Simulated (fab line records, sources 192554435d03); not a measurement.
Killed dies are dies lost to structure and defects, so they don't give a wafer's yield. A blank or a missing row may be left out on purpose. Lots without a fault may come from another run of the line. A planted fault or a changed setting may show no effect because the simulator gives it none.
fab line records | flow n5_finfet
record lots=9 wafers=27 last_day=18
route steps=1938 shown MOL_CONTACT_COAG@546 BEOL_M4@1111 PASSIVATION@1936
lots that met no fault: from a run of the same line without faults
start_h: hours from the record's first day to the start of the lot's first wafer shown | wait_h: hours since the lot's step before | " the same as in the row above | L1.1+2: a row that stands for several wafers | - no value, or no start given | * or withheld: withheld | < > ~ a bound
route shown NAME@n: a module of which the file shows steps, and the number in the route of the first | usual: mean/standard deviation of fault-free wafers | same: alike in all rows | chamber/n: place in a boat | sites: the reading at each site | _std_site: their standard deviation | _edge_site: outer sites' mean less inner sites' | radius_mm: how far each site lies from the wafer's centre | mask NAME#n: copy n | behind: the tool/chamber that last shaped the wafer | hold: why the lot was held/for how many hours/how that ended | device: the transistor (n, p or np) that didn't switch | end of line: the same wafers' tests at the end of the route | a step without rows: its recipe alone | killed: dies lost to structure and defects at the first sort, not the wafer's yield | map: a wafer's dies, x killed, . not, _ none there
set.NAME: the setting as run; set.NAME@STEP: as run at that earlier step | model.NAME: the simulator's own value behind a step, which no gauge read
steps of the route over a sample of lots; a table a step, a row a wafer
services: from which hour (start_h, from the record's first day; less than 0 if before it) a tool's chamber was out of use, for how many hours, and why
## steps
# step N5_MOL_CONTACT_COAG_PRE_CLEAN_141
# recipe gas=H2/He time_s=60 temp_c=300
# usual heater_power_w=458/45
# columns lot.wafer tool chamber start_h wait_h heater_power_w
L226.3 pvd_sputter-02 - 97.02 1.0 432
L226.4 " - " " 545
L226.6 " - " " 539
L228.2 pvd_sputter-02 - 109.60 1.3 524
L228.4 " - " " 434
L228.6 " - " " 435
L229.3 pvd_sputter-03 - 115.73 0.7 478
L229.4 " - " " 436
L229.5 " - " " 512
L231.3 pvd_sputter-01 - 129.05 1.3 397
L231.4 " - " " 402
L231.5 " - " " 482
L233.2 pvd_sputter-03 - 138.92 0.8 422
L233.3 " - " " 506
L233.6 " - " " 432
L235.4 pvd_sputter-02 - 151.65 0.3 544
L235.5 " - " " 532
L235.6 " - " " 444
L239.2 pvd_sputter-03 - 175.40 0.6 513
L239.3 " - " " 424
L239.6 " - " " 477
L246.2 pvd_sputter-01 - 222.96 0.9 399
L246.4 " - " " 447
L246.6 " - " " 504
L248.4 pvd_sputter-02 - 227.32 0.6 445
L248.5 " - " " 540
L248.6 " - " " 522
# step N5_MOL_CONTACT_COAG_CMP_28
# recipe stop_on=SiNx t_overpolish_s=0.85 post_cmp_clean=alkaline_brush down_force_psi=4.15 platen_rpm=51.8 pad_velocity_m_s=1.0307 target_thk_nm=14.522
# usual motor_current_A=12.5/1.6 time_to_endpoint_s=5.4/1.9
# columns lot.wafer tool chamber start_h wait_h motor_current_A time_to_endpoint_s
L226.4 cmp-04 2 103.55 0.8 10.6 4.1
L226.3 " 0 " " 9.1 5.5
L226.6 " 2 " " 11.1 4.1
L228.4 cmp-02 0 114.43 0.8 13.6 6.9
L228.2 " 2 " " 12.5 6.1
L228.6 " 0 " " 13.9 9.3
L229.3 cmp-03 3 122.10 0.8 13.0 3.5
L229.4 " 1 " " 12.3 5.6
L229.5 " 0 " " 13.9 2.8
L231.3 cmp-02 0 134.76 0.8 13.3 4.4
L231.4 " 1 " " 14.7 3.8
L231.5 " 0 " " 13.0 3.5
L233.3 cmp-02 1 145.17 0.8 13.9 3.7
L233.2 " 2 " " 13.1 5.5
L233.6 " 1 " " 14.0 5.2
L235.4 cmp-02 0 157.35 0.9 12.7 7.0
L235.6 " 2 " " 12.7 6.5
L235.5 " 3 " " 13.9 8.4
L239.3 cmp-03 0 180.52 0.8 13.4 3.3
L239.2 " 2 " " 13.2 3.5
L239.6 " 3 " " 13.0 4.3
L246.2 cmp-03 3 229.34 0.8 12.1 3.9
L246.4 " 0 " " 13.9 3.5
L246.6 " 2 " " 12.3 1.1
L248.4 cmp-04 1 232.55 0.9 13.0 7.2
L248.6 " 3 " " 9.9 4.9
L248.5 " 0 " " 9.2 6.1
# step N5_MOL_CONTACT_COAG_EXPOSE_81
# recipe mask_id=VG na=0.33 source_shape=annular sigma_inner=0.3 sigma_outer=0.7 polarization=unpolarized defocus_nm=0 dose_mj=59.5
# usual exposure_dose_mJ_cm2=59.46/0.063
# columns lot.wafer tool chamber start_h wait_h mask exposure_dose_mJ_cm2
L226.3 euv_scanner-01 0 104.72 - VG#0 59.52
L226.4 " 0 " " VG#0 59.49
L226.6 " 0 " " VG#0 59.51
L228.2 euv_scanner-01 0 115.44 - VG#0 59.53
L228.4 " 0 " " VG#0 59.49
L228.6 " 0 " " VG#0 59.57
L229.3 euv_scanner-01 0 123.25 - VG#0 59.41
L229.4 " 0 " " VG#0 59.52
L229.5 " 0 " " VG#0 59.44
L231.3 euv_scanner-02 0 135.89 - VG#0 59.44
L231.4 " 0 " " VG#0 59.30
L231.5 " 0 " " VG#0 59.41
L233.2 euv_scanner-02 0 146.29 - VG#0 59.49
L233.3 " 0 " " VG#0 59.56
L233.6 " 0 " " VG#0 59.56
L235.4 euv_scanner-01 0 159.02 - VG#0 59.56
L235.5 " 0 " " VG#0 59.44
L235.6 " 0 " " VG#0 59.54
L239.2 euv_scanner-01 0 183.67 - VG#0 59.52
L239.3 " 0 " " VG#0 59.39
L239.6 " 0 " " VG#0 59.50
L246.2 euv_scanner-01 0 230.35 - VG#0 65.50
L246.4 " 0 " " VG#0 65.43
L246.6 " 0 " " VG#0 65.52
L248.4 euv_scanner-02 0 233.66 - VG#0 59.44
L248.5 " 0 " " VG#0 59.34
L248.6 " 0 " " VG#0 59.38
# step N5_MOL_CONTACT_COAG_CD_MEAS_84
# recipe target_cd_nm=25.1 landing_energy_ev=500 detector=se_inlens polarity=opening
# usual cd_nm=25.13/0.26
# columns lot.wafer tool chamber start_h wait_h cd_nm
L226.3 cd_sem-01 0 104.85 - 25.55
L226.4 " 0 " " 25.34
L226.6 " 0 " " 24.94
L228.2 cd_sem-01 0 115.58 - 25.54
L228.4 " 0 " " 24.88
L228.6 " 0 " " 24.81
L229.3 cd_sem-02 0 123.38 - 25.27
L229.4 " 0 " " 25.26
L229.5 " 0 " " 25.40
L231.3 cd_sem-03 0 136.02 - 25.47
L231.4 " 0 " " 25.26
L231.5 " 0 " " 24.85
L233.2 cd_sem-01 0 146.43 - 25.31
L233.3 " 0 " " 25.25
L233.6 " 0 " " 25.21
L235.4 cd_sem-03 0 159.14 - 25.02
L235.5 " 0 " " 25.26
L235.6 " 0 " " 25.27
L239.2 cd_sem-03 0 183.81 - 25.50
L239.3 " 0 " " 25.28
L239.6 " 0 " " 25.71
L246.2 cd_sem-02 0 230.49 - 5.48
L246.4 " 0 " " 20.06
L246.6 " 0 " " 21.59
L248.4 cd_sem-01 0 233.78 - 25.31
L248.5 " 0 " " 25.36
L248.6 " 0 " " 24.70
# step N5_MOL_CONTACT_COAG_ALD_131
# recipe material=SiO2 target_thk_a=50 temp_c=100 ald_precursor_family=BDEAS ald_co_reactant=O2-plasma pulse_time_s=1 co_reactant_pulse_time_s=1 purge_time_s=2 co_reactant_purge_time_s=2 ald_cycles=35 pressure_torr=2
# usual heater_power_w=83/8.1 precursor_pulse_height_rel=1.001/0.02
# columns lot.wafer tool chamber start_h wait_h heater_power_w precursor_pulse_height_rel
L226.3 ald_sin-01 1 105.70 0.1 80 0.999
L226.4 " 2 " " 74 0.980
L226.6 " 1 " " 80 0.989
L228.2 ald_sin-02 1 115.84 0.1 81 0.973
L228.4 " 2 " " 88 0.985
L228.6 " 2 " " 87 1.010
L229.3 ald_sin-01 2 123.67 0.1 73 1.055
L229.4 " 1 " " 79 0.985
L229.5 " 0 " " 90 1.028
L231.3 ald_sin-02 3 136.68 0.1 90 0.997
L231.4 " 0 " " 99 1.005
L231.5 " 3 " " 89 0.997
L233.2 ald_sin-02 1 146.69 0.1 82 0.972
L233.3 " 2 " " 85 1.032
L233.6 " 0 " " 99 0.981
L235.4 ald_sin-01 1 159.42 0.1 79 1.000
L235.5 " 3 " " 84 1.049
L235.6 " 2 " " 74 1.003
L239.2 ald_sin-03 3 184.50 0.5 78 1.005
L239.3 " 2 " " 80 1.023
L239.6 " 0 " " 84 0.987
L246.2 ald_sin-01 1 230.74 0.1 82 1.008
L246.4 " 0 " " 85 0.996
L246.6 " 0 " " 86 0.979
L248.4 ald_sin-03 0 234.32 0.0 85 0.989
L248.5 " 2 " " 77 1.002
L248.6 " 3 " " 79 0.988
# step N5_MOL_CONTACT_COAG_CD_MEAS_137
# recipe target_cd_nm=16
# usual cd_nm=16.0/0.33
# columns lot.wafer tool chamber start_h wait_h cd_nm
L226.3 cd_sem-03 - 106.61 0.0 15.9
L226.4 " - " " 15.5
L226.6 " - " " 15.8
L228.2 cd_sem-01 - 116.83 0.0 16.5
L228.4 " - " " 15.6
L228.6 " - " " 15.8
L229.3 cd_sem-02 - 124.53 0.0 15.8
L229.4 " - " " 15.8
L229.5 " - " " 16.0
L231.3 cd_sem-03 - 137.38 0.0 15.8
L231.4 " - " " 16.1
L231.5 " - " " 15.8
L233.2 cd_sem-02 - 147.36 0.0 16.6
L233.3 " - " " 16.4
L233.6 " - " " 15.9
L235.4 cd_sem-01 - 160.10 0.0 15.9
L235.5 " - " " 16.3
L235.6 " - " " 16.1
L239.2 cd_sem-03 - 185.49 0.0 15.8
L239.3 " - " " 16.2
L239.6 " - " " 16.7
L246.2 cd_sem-01 - 231.63 0.0 0
L246.4 " - " " 10.8
L246.6 " - " " 12.4
L248.4 cd_sem-02 - 235.00 0.0 16.4
L248.5 " - " " 16.0
L248.6 " - " " 16.1
# step N5_BEOL_M4_RC_MEAS_101
# usual DIBL_N=35.8/1.4 DIBL_P=35.8/1.6 IOFF_N=0.152/0.021 IOFF_P=0.204/0.027 ION_N=672/8.7 ION_P=461/6.2 SS_N=71.5/0.54 SS_P=73.1/0.57 VT_N=250.0/2.5 VT_P=-250.6/2.7
# columns lot.wafer tool chamber start_h wait_h DIBL_N[mV/V] DIBL_P[mV/V] IOFF_N[nA/um] IOFF_P[nA/um] ION_N[uA/um] ION_P[uA/um] SS_N[mV/dec] SS_P[mV/dec] VT_N[mV] VT_P[mV]
L226.3 prober-01 0 192.44 0.3 36.7 38.0 0.175 0.212 683 463 72.8 73.2 251.0 -252.0
L226.4 " 0 " " 35.8 37.4 0.163 0.192 692 462 72.6 72.9 249.6 -252.6
L226.6 " 0 " " 35.3 36.7 0.156 0.185 680 461 72.0 72.8 250.9 -254.4
L228.2 prober-01 0 198.57 0.2 36.0 32.6 0.124 0.196 663 462 71.8 72.6 254.1 -248.2
L228.4 " 0 " " 34.9 31.8 0.118 0.184 667 457 70.7 72.6 252.7 -249.2
L228.6 " 0 " " 37.7 34.9 0.149 0.226 677 468 71.3 73.8 250.1 -246.0
L229.3 prober-02 0 199.18 0.3 35.7 36.7 0.159 0.223 679 466 72.1 73.0 247.3 -249.0
L229.4 " 0 " " 35.0 35.6 0.147 0.202 667 464 71.3 72.2 246.3 -247.8
L229.5 " 0 " " 35.7 37.1 0.171 0.229 686 463 71.1 72.8 245.7 -248.5
L231.3 prober-02 0 215.75 0.3 36.8 37.3 0.168 0.235 688 473 71.8 74.4 249.5 -250.4
L231.4 " 0 " " 34.2 34.0 0.117 0.185 671 464 70.6 73.1 252.3 -251.4
L231.5 " 0 " " 36.4 37.8 0.171 0.241 680 470 72.0 73.7 249.9 -248.4
L233.2 prober-02 0 233.67 0.2 37.8 39.7 0.184 0.225 672 456 71.7 73.4 248.0 -251.6
L233.3 " 0 " " 36.7 38.3 0.150 0.195 670 455 72.2 73.2 251.5 -253.9
L233.6 " 0 " " 36.5 38.4 0.155 0.202 665 455 72.2 73.6 248.2 -252.6
L235.4 prober-01 0 236.61 0.5 35.6 36.9 0.159 0.212 676 462 71.4 73.7 249.7 -249.1
L235.5 " 0 " " 34.4 34.9 0.133 0.189 665 458 71.6 73.2 252.8 -250.6
L235.6 " 0 " " 34.8 35.8 0.145 0.194 669 453 71.4 73.6 250.5 -251.1
L239.2 prober-02 0 266.38 0.2 34.7 35.6 0.136 0.187 669 458 71.7 72.2 250.8 -250.8
L239.3 " 0 " " 36.9 38.5 0.163 0.233 663 461 71.9 73.4 249.7 -249.8
L239.6 " 0 " " 35.3 36.8 0.153 0.212 670 464 71.3 73.0 247.0 -251.7
L248.4 prober-01 0 309.90 0.5 35.5 34.8 0.152 0.199 663 452 72.0 72.9 249.4 -251.6
L248.5 " 0 " " 36.2 35.3 0.175 0.220 669 461 72.1 72.5 246.1 -247.8
L248.6 " 0 " " 35.4 34.3 0.147 0.200 670 460 71.0 72.5 251.8 -249.4
# step N5_PASSIVATION_PROBE_49
# usual defect_limited_yield=91.6/1.4 killed_at_M0_to_M3=33/9.7 killed_at_M4_up=13/5.4 killed_at_contacts=13/6.6 killed_at_front_end=36/11 killed_at_other=3.9/3 killed_dies=99/16 killed_on_rim=13/3.8 killed_open=66/12 killed_short=32/7.9 sort_bin_5_function=4.9/0.9 sort_bin_6_memory=3.2/0.67 sort_n_pass=1081/16 sort_yield_pct=91.6/1.4
# same gross_dies=1180 killed_at_back_side=0 sort_bin_4_leakage[%]=0 sort_bin_8_speed[%]=0
# columns lot.wafer tool chamber start_h wait_h defect_limited_yield[%] killed_at_M0_to_M3 killed_at_M4_up killed_at_contacts killed_at_front_end killed_at_other killed_dies killed_on_rim killed_open killed_short sort_bin_5_function[%] sort_bin_6_memory[%] sort_n_pass sort_yield_pct[%]
L246.2 prober-02 - 420.60 0.1 0 25 8 1108 37 2 1180 152 51 24 27.6 2.3 0 0
L246.4 prober-02 - 420.70 0.2 0 51 7 1088 33 1 1180 152 68 47 6.7 3.9 0 0
L246.6 prober-02 - 420.80 0.3 0 46 11 1068 54 1 1180 152 74 45 5.8 4.2 0 0
# killed by level:class
L246.2 MOL_CONTACT_COAG:area_expose=1104 BEOL_M0_SAQP:geometric_particle:open=9 FIN_SAQP:geometric_particle:short=7 BEOL_M3:geometric_particle:open=7 FIN_SAQP:geometric_particle:open=6 MOL_CONTACT_COAG:geometric_particle:open=4 STI_FIN_REVEAL:geometric_particle:open=4 STI_FIN_REVEAL:geometric_particle:short=3
L246.4 MOL_CONTACT_COAG:area_expose=1063 MOL_CONTACT_COAG:geometric_particle:open=15 FIN_SAQP:geometric_particle:short=12 BEOL_M0_SAQP:geometric_particle:open=12 MOL_CONTACT_COAG:geometric_particle:short=10 BEOL_M2:geometric_particle:open=10 BEOL_M3:geometric_particle:open=6 BEOL_M0_SAQP:geometric_particle:short=6
L246.6 MOL_CONTACT_COAG:area_expose=1060 STI_FIN_REVEAL:geometric_particle:open=17 BEOL_M3:geometric_particle:open=11 FIN_SAQP:geometric_particle:open=9 BEOL_M0_SAQP:geometric_particle:short=8 BEOL_M0_SAQP:geometric_particle:open=8 STI_FIN_REVEAL:geometric_particle:short=7 MOL_CONTACT_COAG:geometric_particle:open=7
## services
# columns tool chamber start_h hours kind
euv_scanner-02 - 77.58 4.6 pm
pvd_sputter-02 - 78.12 1.4 repair
euv_scanner-01 - 96.48 6.5 repair
euv_scanner-01 - 113.63 1.5 repair
cmp-03 - 114.02 4.0 pm
euv_scanner-02 - 116.72 0.7 repair
euv_scanner-01 - 122.05 1.0 pm
pvd_sputter-02 - 123.38 0.5 repair
cmp-02 - 123.99 7.3 pm
euv_scanner-02 - 126.20 1.0 pm
cmp-03 - 129.11 5.0 pm
euv_scanner-01 - 144.78 4.6 pm
pvd_sputter-02 - 159.31 7.1 repair
euv_scanner-02 - 162.57 1.8 repair
ald_sin-02 - 174.67 1.0 repair
euv_scanner-02 - 175.94 6.2 pm
ald_sin-01 - 178.53 14.0 pm
euv_scanner-01 - 182.19 1.0 pm
euv_scanner-02 - 183.20 1.0 pm
cmp-03 - 212.43 9.3 pm
cmp-02 - 217.07 4.0 pm
ald_sin-02 2 218.96 3.6 repair
ald_sin-01 0 224.33 5.2 repair
euv_scanner-01 - 234.35 1.0 pm
## key
first_sign step=N5_MOL_CONTACT_COAG_EXPOSE_81 reading=exposure_dose_mJ_cm2 direction=up sigmas=96 usual=59.46 struck=65.48
effect step=N5_MOL_CONTACT_COAG_CD_MEAS_84 reading=cd_nm direction=down sigmas=36 usual=25.13 struck=15.71 through=control_loop
effect step=N5_MOL_CONTACT_COAG_CD_MEAS_137 reading=cd_nm direction=down sigmas=25 usual=16.0 struck=7.7 through=control_loop
effect step=N5_PASSIVATION_PROBE_49 reading=killed_at_contacts direction=up sigmas=99+ usual=13 struck=1088
more_kills_born_at N5_MOL_CONTACT_COAG_EXPOSE_81@euv_scanner-01=3227
met_at N5_MOL_CONTACT_COAG_EXPOSE_81
struck_lots L246
later_rows_left_out L246.2,L246.4,L246.6
loop_trim step=N5_MOL_CONTACT_COAG_EXPOSE_81 setting=dose lots=L246
not_acting_at N5_MOL_CONTACT_COAG_PRE_CLEAN_141,N5_MOL_CONTACT_COAG_CMP_28,N5_MOL_CONTACT_COAG_ALD_131
onset_between 183.67 230.35
fault kind=process_parameter_drift tool=euv_scanner-01 chamber=- onset_h=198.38 steps=N5_MOL_CONTACT_COAG_EXPOSE_81 channel=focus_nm offset=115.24 spread_by_wafer=0.3 shape=step end_h=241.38
# later_rows_left_out: the simulator's readings of these wafers behind a module that went badly wrong aren't trusted and aren't shown, but for the sort
# loop_trim: a control loop set the setting to another value than it would have without faults
